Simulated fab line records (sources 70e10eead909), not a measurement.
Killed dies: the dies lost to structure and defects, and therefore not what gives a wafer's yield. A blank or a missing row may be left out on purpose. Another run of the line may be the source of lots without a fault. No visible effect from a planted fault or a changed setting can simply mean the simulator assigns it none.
Matching of chambers -- flow nand_harc -- NHARC_P_ZERO_WELL_DESCUM_39 on rie_diel-03: 4 sister chambers
The step chemistry O2, time 3 s. 8 wafers are shown with their chamber, then 8 later ones without.

WAFERS PAIRED WITH THEIR CHAMBERS
wafer,chamber,showerhead_plenum_p_Torr (Torr),oes_product_au (a.u.)
L090.2,2,1.91,1.001
L091.2,0,1.81,0.987
L091.4,3,1.94,1.009
L091.6,0,1.81,0.995
L094.1,3,1.94,1.013
L094.2,1,1.92,1.014
L094.6,1,1.92,1.008
L095.3,2,1.90,1.003

WAFERS MISSING THEIR CHAMBER
wafer,showerhead_plenum_p_Torr (Torr),oes_product_au (a.u.)
L095.4,1.92,1.008
L095.6,1.94,1.000
L097.1,1.91,1.008
L097.2,1.90,1.005
L097.3,1.81,0.998
L097.4,1.94,0.994
L097.5,1.91,1.011
L097.6,1.81,0.992

WHICH CHAMBER EACH ONE RAN IN
wafer,from the rows above,in truth
L095.4,1,1
L095.6,3,3
L097.1,can't be placed: 2 or 1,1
L097.2,2,2
L097.3,0,0
L097.4,3,3
L097.5,can't be placed: 2 or 1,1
L097.6,0,0
6 of 8 placed correctly. Cannot be placed on the basis of these rows: 2; the candidates contain the true chamber in 2. Number placed wrongly: 0.
How it was worked out, from the rows above alone: a wafer's distance from a chamber is the root of the sum, over the readings, of the square of ((its reading less the chamber's mean) divided by the reading's scatter). The wafer belongs to the nearest chamber; if the next one is less than 2 further off, it can't be placed. Each chamber's mean is taken over the wafers shown for it. How the scatter is found: for the shown wafers, subtract from each reading the mean of its chamber, square and add these, divide the total by (wafers less chambers), then take the root.
